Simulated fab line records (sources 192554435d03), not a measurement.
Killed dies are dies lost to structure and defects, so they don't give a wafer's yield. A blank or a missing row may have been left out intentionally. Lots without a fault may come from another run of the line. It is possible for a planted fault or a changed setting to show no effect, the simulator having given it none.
Matching of chambers + flow n5_finfet + 4 sister chambers for N5_HKMG_FIN_CMP_94 on cmp-01
The step polishes, stops on SiNx, t overpolish 4.7 s, target thk 43.299 nm. 22 wafers are shown with their chamber, then 11 later ones without.

WAFERS, EACH WITH ITS CHAMBER
| wafer  | chamber | motor_current_A (A) | platen_rpm (rpm) |
|--------|---------|---------------------|------------------|
| L075.2 | 2       | 11.1                | 50.31            |
| L075.4 | 0       | 14.3                | 50.30            |
| L075.6 | 2       | 11.1                | 50.35            |
| L076.2 | 0       | 14.6                | 50.34            |
| L076.4 | 1       | 12.7                | 50.27            |
| L076.6 | 1       | 11.8                | 50.25            |
| L078.1 | 3       | 11.7                | 50.30            |
| L078.4 | 1       | 12.1                | 50.24            |
| L078.6 | 2       | 10.4                | 50.29            |
| L079.1 | 0       | 15.0                | 50.29            |
| L079.2 | 2       | 10.5                | 50.31            |
| L079.3 | 1       | 11.4                | 50.31            |
| L084.1 | 3       | 11.1                | 50.32            |
| L084.3 | 2       | 10.3                | 50.27            |
| L084.4 | 0       | 15.4                | 50.30            |
| L088.3 | 2       | 10.6                | 50.31            |
| L088.5 | 3       | 11.5                | 50.24            |
| L088.6 | 2       | 10.4                | 50.33            |
| L092.1 | 1       | 11.6                | 50.26            |
| L092.2 | 2       | 10.6                | 50.35            |
| L092.3 | 0       | 15.3                | 50.36            |
| L094.2 | 1       | 12.4                | 50.24            |

SIGNATURES, as means of the wafers listed above
| reading         | chamber 0 | chamber 1 | chamber 2 | chamber 3 | scatter within a chamber |
|-----------------|-----------|-----------|-----------|-----------|--------------------------|
| motor_current_A | 14.920    | 12.000    | 10.625    | 11.433    | 0.405                    |
| platen_rpm      | 50.3180   | 50.2617   | 50.3150   | 50.2867   | 0.0298                   |
Rule: a wafer lies at a distance from a chamber equal to the root of the sum of squares, over the readings, of (its reading less the chamber's mean, divided by the reading's scatter). The wafer belongs to the nearest chamber; if the next one is less than 2 further off, it can't be placed. The scatter: the root of (the sum of the squares of (reading less its chamber's mean) over the shown wafers, divided by (wafers less chambers)).

WAFERS WHOSE CHAMBER IS MISSING
| wafer  | motor_current_A (A) | platen_rpm (rpm) |
|--------|---------------------|------------------|
| L094.3 | 11.8                | 50.25            |
| L094.5 | 11.6                | 50.32            |
| L095.1 | 14.5                | 50.31            |
| L095.3 | 11.5                | 50.38            |
| L095.6 | 15.0                | 50.34            |
| L096.2 | 11.1                | 50.34            |
| L096.3 | 14.8                | 50.28            |
| L096.6 | 11.8                | 50.26            |
| L097.1 | 11.5                | 50.28            |
| L097.3 | 10.4                | 50.31            |
| L097.6 | 12.1                | 50.27            |

WHICH CHAMBER EACH ONE RAN IN
| wafer  | from the rows above          | in truth |
|--------|------------------------------|----------|
| L094.3 | can't be placed: 1 or 3      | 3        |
| L094.5 | can't be placed: 3 or 1 or 2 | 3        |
| L095.1 | 0                            | 0        |
| L095.3 | can't be placed: 2 or 3 or 1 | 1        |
| L095.6 | 0                            | 0        |
| L096.2 | can't be placed: 2 or 3 or 1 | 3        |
| L096.3 | 0                            | 0        |
| L096.6 | can't be placed: 1 or 3      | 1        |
| L097.1 | can't be placed: 3 or 1      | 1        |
| L097.3 | 2                            | 2        |
| L097.6 | can't be placed: 1 or 3      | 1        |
4 of 11 placed correctly. From these rows, 7 cannot be placed; in 7 the true chamber is one of the candidates. Wrongly placed: 0.
